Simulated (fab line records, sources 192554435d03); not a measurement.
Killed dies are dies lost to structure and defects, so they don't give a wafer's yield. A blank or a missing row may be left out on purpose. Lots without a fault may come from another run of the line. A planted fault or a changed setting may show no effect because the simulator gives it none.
fab line records | flow n5_finfet
record lots=5 wafers=13 last_day=20
route steps=1938 shown BEOL_M14@1751 PASSIVATION@1936
lots that met no fault: from a run of the same line without faults
start_h: hours from the record's first day to the start of the lot's first wafer shown | wait_h: hours since the lot's step before | " the same as in the row above | L1.1+2: a row that stands for several wafers | - no value, or no start given | * or withheld: withheld | < > ~ a bound
route shown NAME@n: a module of which the file shows steps, and the number in the route of the first | usual: mean/standard deviation of fault-free wafers | same: alike in all rows | chamber/n: place in a boat | sites: the reading at each site | _std_site: their standard deviation | _edge_site: outer sites' mean less inner sites' | radius_mm: how far each site lies from the wafer's centre | mask NAME#n: copy n | behind: the tool/chamber that last shaped the wafer | hold: why the lot was held/for how many hours/how that ended | device: the transistor (n, p or np) that didn't switch | end of line: the same wafers' tests at the end of the route | a step without rows: its recipe alone | killed: dies lost to structure and defects at the first sort, not the wafer's yield | map: a wafer's dies, x killed, . not, _ none there
set.NAME: the setting as run; set.NAME@STEP: as run at that earlier step | model.NAME: the simulator's own value behind a step, which no gauge read
lots at some steps of the route; a table a step, a row a wafer
services: from which hour (start_h, from the record's first day; less than 0 if before it) a tool's chamber was out of use, for how many hours, and why
## steps
# step N5_BEOL_M14_ETCH_68
# recipe chemistry=N2/H2 target=SOC mask_material=SiARC source_w=3000 bias_w=350 temp_c=40 time_s=450 ion_energy_ev=200 pressure_mtorr=30 n2_flow_sccm=200 h2_flow_sccm=200
# step N5_BEOL_M14_STRIP_69
# recipe chemistry=N2/H2 temp_c=40 n2_flow_sccm=200 h2_flow_sccm=200 rf_frequency_hz=6e+07
# step N5_BEOL_M14_TRENCH_ETCH_34
# recipe chemistry=C4F8/O2/Ar target=SiO2 target_depth_a=5566.5 mask_material=SOC he_inner_torr=15 he_outer_torr=30 time_s=126.9 ion_energy_ev=800 pressure_mtorr=20 source_w=1905 bias_w=2040 Ar_flow_sccm=400 C4F8_flow_sccm=16 O2_flow_sccm=12
# usual drypump_motor_current_A=5.6/0.4 oes_product_au=0.81/0.095 rf_vpp_V=2232/46 showerhead_plenum_p_Torr=3.47/0.14 throttle_valve_pct=30.97/0.29
# columns lot.wafer tool chamber start_h wait_h drypump_motor_current_A oes_product_au rf_hours_counter_h rf_vpp_V showerhead_plenum_p_Torr throttle_valve_pct
L197.2 rie_diel-04 1 299.97 0.0 6.2 0.70 219 2192 3.29 31.21
L197.4 " 3 " " 5.5 0.76 187 2153 3.28 30.82
L197.5 " 3 " " 5.5 0.76 - 2153 3.28 30.82
L196.2 rie_diel-05 0 309.40 0.0 5.2 0.70 237 2219 3.26 30.81
L196.3 " 2 " " 5.3 0.94 11 2244 3.55 31.13
L196.6 " 0 " " 5.2 0.71 - 2217 3.26 30.81
L198.3 rie_diel-05 3 323.03 0.0 5.4 0.94 25 2228 3.67 30.68
L198.5 " 2 " " 5.3 0.92 - 2245 3.55 31.13
L212.1 rie_diel-01 3 405.36 0.0 5.1 0.69 218 2242 3.26 31.00
L212.2 " 1 " " 5.8 0.71 191 2331 3.59 30.81
L214.1 rie_diel-05 1 460.68 0.0 6.2 0.71 217 2228 3.39 31.39
L214.3 " 0 " " 5.1 0.89 28 2254 3.63 30.75
L214.6 " 0 " " 5.1 0.89 - 2253 3.63 30.75
# step N5_BEOL_M14_STRIP_70
# recipe chemistry=C4F8/O2/Ar resist=SiARC rf_frequency_hz=6e+07
# step N5_BEOL_M14_OCD_MEAS_35
# usual trench_depth_nm=564/18
# columns lot.wafer tool chamber start_h wait_h trench_depth_nm
L197.2 ocd-02 - 300.13 0.0 549
L197.4 " - " " 590
L197.5 " - " " 586
L196.2 ocd-02 - 309.56 0.0 553
L196.3 " - " " 571
L196.6 " - " " 553
L198.3 ocd-02 - 323.19 0.0 583
L198.5 " - " " 570
L212.1 ocd-02 - 405.51 0.0 535
L212.2 " - " " 529
L214.1 ocd-01 - 460.84 0.0 562
L214.3 " - " " 563
L214.6 " - " " 557
# step N5_BEOL_M14_STRIP_37
# recipe chemistry=O2 power_w=600 temp_c=60 pressure_mtorr=30 rf_frequency_hz=6e+07 bias_power_w=0 overash_fraction=0.3 o2_flow_sccm=225
# step N5_BEOL_M14_ETCH_38
# recipe chemistry=CF4/N2 target=SiCN target_depth_a=1065 taper_deg=2 time_s=120.6 ion_energy_ev=150 mask_material=SiO2 pressure_mtorr=40 source_w=430 bias_w=70 Ar_flow_sccm=100 cf4_flow_sccm=60 n2_flow_sccm=60
# usual cf4_flow_sccm=60.01/0.17 drypump_motor_current_A=5.6/0.37 oes_product_au=0.81/0.092 rf_vpp_V=382.4/2.3 showerhead_plenum_p_Torr=2.21/0.088 throttle_valve_pct=15.40/0.29
# columns lot.wafer tool chamber start_h wait_h cf4_flow_sccm drypump_motor_current_A oes_product_au rf_hours_counter_h rf_vpp_V showerhead_plenum_p_Torr throttle_valve_pct
L197.2 rie_diel-04 3 - - 60.22 5.5 0.77 187 379.7 2.10 15.51
L197.4 " 0 " " 60.22 5.9 0.73 165 381.0 2.19 15.11
L197.5 " 3 " " 59.78 5.5 0.77 - 379.4 2.10 15.50
L196.2 rie_diel-04 3 - - 59.98 5.5 0.76 191 379.5 2.10 15.51
L196.3 " 0 " " 59.80 5.8 0.73 169 383.9 2.19 15.12
L196.6 " 1 " " 60.00 6.1 0.70 - 379.0 2.11 15.85
L198.3 rie_diel-04 2 - - 59.95 5.6 0.84 81 383.0 2.25 15.72
L198.5 " 1 " " 60.12 6.1 0.69 - 379.5 2.11 15.87
L212.1 rie_diel-04 0 - - 60.06 5.8 0.72 189 381.6 2.18 15.17
L212.2 " 3 " " 59.78 5.5 0.73 231 379.4 2.09 15.59
L214.1 rie_diel-04 0 - - 59.90 5.8 0.71 209 381.6 2.17 15.20
L214.3 " 3 " " 59.99 5.5 0.72 250 378.9 2.08 15.64
L214.6 " 2 " " 60.11 5.6 0.78 - 383.8 2.23 15.83
# step N5_BEOL_M14_PRECLEAN_39
# recipe chemistry=residue_remover time_s=60 temp_c=40
# step N5_BEOL_M14_SRD_40
# recipe time_s=30 temp_c=23 rinse_liquid=diw dry=n2_spin spin_rpm=1500 dry_time_s=30
# step N5_BEOL_M14_DEGAS_41
# recipe ambient=vacuum temp_c=300 time_s=60
# usual heater_power_w=459/31
# columns lot.wafer tool chamber start_h wait_h heater_power_w
L197.2 pvd_sputter-03 - 302.90 0.4 457
L197.4 " - " " 473
L197.5 " - " " 469
L196.2 pvd_sputter-01 - 314.14 0.3 485
L196.3 " - " " 504
L196.6 " - " " 420
L198.3 pvd_sputter-03 - 324.45 0.9 452
L198.5 " - " " 455
L212.1 pvd_sputter-02 - 406.44 0.4 409
L212.2 " - " " 444
L214.1 pvd_sputter-02 - 464.92 0.4 448
L214.3 " - " " 441
L214.6 " - " " 483
# step N5_BEOL_M14_PRE_CLEAN_42
# recipe gas=H2/He time_s=30 temp_c=300
# usual heater_power_w=458/32
# columns lot.wafer tool chamber start_h wait_h heater_power_w
L197.2 pvd_sputter-03 - 302.94 0.0 447
L197.4 " - " " 464
L197.5 " - " " 471
L196.2 pvd_sputter-01 - 314.18 0.0 485
L196.3 " - " " 506
L196.6 " - " " 422
L198.3 pvd_sputter-03 - 324.49 0.0 453
L198.5 " - " " 438
L212.1 pvd_sputter-02 - 406.48 0.0 403
L212.2 " - " " 431
L214.1 pvd_sputter-02 - 464.96 0.0 445
L214.3 " - " " 431
L214.6 " - " " 488
# step N5_BEOL_M14_SPUTTER_43
# recipe material=TaN target_thk_a=150 temp_c=50 bias_v=168.6 power_w=15000 chamber_pressure_pa=0.12 time_s=24.19
# step N5_BEOL_M14_SPUTTER_44
# recipe material=Ta target_thk_a=150 temp_c=50 bias_v=80 power_w=15000 chamber_pressure_pa=0.07 time_s=24.19
# usual cathode_dc_power_W=15000/2.5 throttle_valve_pct=29.6/0.89
# columns lot.wafer tool chamber start_h wait_h cathode_dc_power_W throttle_valve_pct model.Ta_of_BEOL_M14_SPUTTER_44.thk_nm
L197.2 pvd_sputter-03 - 303.06 0.0 15000 29.0 15.2
L197.4 " - " " 15002 28.5 15.2
L197.5 " - " " 15005 28.7 15
L196.2 pvd_sputter-01 - 314.30 0.0 14997 30.7 15
L196.3 " - " " 15002 29.0 15.4
L196.6 " - " " 14996 28.6 15.2
L198.3 pvd_sputter-03 - 324.61 0.0 15001 31.3 14.8
L198.5 " - " " 15000 29.2 17.4
L212.1 pvd_sputter-02 - 406.60 0.0 15002 29.7 15
L212.2 " - " " 14999 29.0 15.2
L214.1 pvd_sputter-02 - 465.08 0.0 14998 29.1 14.8
L214.3 " - " " 14998 29.4 15.2
L214.6 " - " " 15003 30.6 14.8
# step N5_BEOL_M14_SPUTTER_45
# recipe material=Cu target_thk_a=1000 temp_c=-20 bias_v=60 power_w=26000 chamber_pressure_pa=0.13 time_s=16.67
# usual cathode_dc_power_W=26000/5.2 throttle_valve_pct=29.6/0.88
# columns lot.wafer tool chamber start_h wait_h cathode_dc_power_W throttle_valve_pct
L197.2 pvd_sputter-03 - 303.14 0.0 26000 29.2
L197.4 " - " " 25993 28.4
L197.5 " - " " 26005 28.6
L196.2 pvd_sputter-01 - 314.38 0.0 25993 30.6
L196.3 " - " " 26002 29.0
L196.6 " - " " 25997 28.5
L198.3 pvd_sputter-03 - 324.69 0.0 26000 31.2
L198.5 " - " " 26000 29.1
L212.1 pvd_sputter-02 - 406.68 0.0 26004 29.6
L212.2 " - " " 26002 28.9
L214.1 pvd_sputter-02 - 465.16 0.0 26005 29.0
L214.3 " - " " 26002 29.2
L214.6 " - " " 25999 30.3
# step N5_PASSIVATION_PROBE_49
# usual defect_limited_yield=91.2/1.5 killed_at_M0_to_M3=36/10 killed_at_M4_up=14/5.2 killed_at_contacts=12/6 killed_at_front_end=37/10 killed_at_other=4/3.3 killed_dies=104/18 killed_open=68/14 killed_short=34/7.4 sort_bin_4_leakage=0.01/0.04 sort_bin_5_function=5.2/1 sort_bin_6_memory=3.3/0.7 sort_n_pass=1076/18 sort_yield_pct=91.2/1.5
# same gross_dies=1180 killed_at_back_side=0 sort_bin_8_speed[%]=0
# columns lot.wafer tool chamber start_h wait_h defect_limited_yield[%] killed_at_M0_to_M3 killed_at_M4_up killed_at_contacts killed_at_front_end killed_at_other killed_dies killed_open killed_short sort_bin_4_leakage[%] sort_bin_5_function[%] sort_bin_6_memory[%] sort_n_pass sort_yield_pct[%]
L197.2 prober-02 - 331.96 0.1 91.1 48 11 15 28 3 105 63 40 0 5.3 3.2 1075 91.1
L197.4 prober-02 - 332.06 0.2 92.8 25 19 11 28 2 85 65 20 0 4.1 3.1 1095 92.8
L197.5 prober-02 - 332.11 0.2 90.2 46 16 9 42 3 116 62 52 0 5.3 3.7 1064 90.2
L212.2 prober-01 - 439.10 0.1 92.2 24 8 7 44 9 92 49 38 0 5.1 2.4 1088 92.2
# killed by level:class
L197.2 BEOL_M0_SAQP:geometric_particle:short=19 BEOL_M0_SAQP:geometric_particle:open=14 MOL_CONTACT_COAG:geometric_particle:open=11 BEOL_M2:geometric_particle:open=6 ILD0:geometric_particle:open=5 BEOL_M3:geometric_particle:open=5 FIN_SAQP:geometric_particle:short=4 MOL_CONTACT_COAG:geometric_particle:short=4
L197.4 MOL_CONTACT_COAG:geometric_particle:open=11 DUMMY_GATE:geometric_particle:open=9 BEOL_M0_SAQP:geometric_particle:open=8 BEOL_M3:geometric_particle:open=8 FIN_SAQP:geometric_particle:open=5 BEOL_M0_SAQP:geometric_particle:short=5 BEOL_M4:geometric_particle:short=5 BEOL_M4:geometric_particle:open=5
L197.5 BEOL_M0_SAQP:geometric_particle:short=19 BEOL_M0_SAQP:geometric_particle:open=14 ILD0:geometric_particle:open=10 FIN_SAQP:geometric_particle:short=9 BEOL_M4:geometric_particle:open=7 BEOL_M2:geometric_particle:open=6 MOL_CONTACT_COAG:geometric_particle:open=5 MOL_CONTACT_COAG:geometric_particle:short=4
L212.2 FIN_SAQP:geometric_particle:short=12 BEOL_M3:geometric_particle:open=9 DUMMY_GATE:geometric_particle:open=7 MOL_CONTACT_COAG:geometric_particle:open=6 STI_FIN_REVEAL:geometric_particle:open=5 BEOL_M0_SAQP:geometric_particle:short=5 STARTING-WAFER:geometric_particle:short=5 PASSIVATION:area_etch=5
## services
# columns tool chamber start_h hours kind
rie_diel-05 1 286.76 30.4 repair
rie_diel-01 1 313.20 6.2 repair
rie_diel-01 2 319.40 - clean
rie_diel-01 2 319.40 - consumable_replace:focus_ring
rie_diel-01 2 319.40 19.2 scheduled_down
rie_diel-01 2 319.40 19.2 vent_cycle
rie_diel-05 0 350.11 - clean
rie_diel-05 0 350.11 - consumable_replace:focus_ring
rie_diel-05 0 350.11 - consumable_replace:showerhead
rie_diel-05 0 350.11 16.8 scheduled_down
rie_diel-05 0 350.11 16.8 vent_cycle
rie_diel-01 - 351.84 15.6 pm
rie_diel-04 1 380.23 18.4 repair
rie_diel-04 0 386.71 4.0 repair
pvd_sputter-01 - 393.50 73.0 repair
rie_diel-04 - 416.71 2.8 pm
rie_diel-01 0 427.65 10.6 repair
pvd_sputter-02 - 431.19 14.6 repair
rie_diel-01 - 461.42 0.7 repair
rie_diel-04 3 465.00 - clean
rie_diel-04 3 465.00 - consumable_replace:focus_ring
rie_diel-04 3 465.00 14.2 scheduled_down
rie_diel-04 3 465.00 14.2 vent_cycle
## key
first_sign none at tools or gauges
model_effect step=N5_BEOL_M14_SPUTTER_44 value=Ta_of_BEOL_M14_SPUTTER_44.thk_nm without=15.2 struck=17.4
met_at N5_BEOL_M14_SPUTTER_44
struck_wafers L198.5
onset_between 303.06 324.61
fault kind=process_parameter_drift tool=pvd_sputter-03 chamber=- onset_h=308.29 steps=N5_BEOL_M14_SPUTTER_44 channel=time_s offset=* shape=step end_h=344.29 scope=struck_wafers_only acts_in=* stated=*
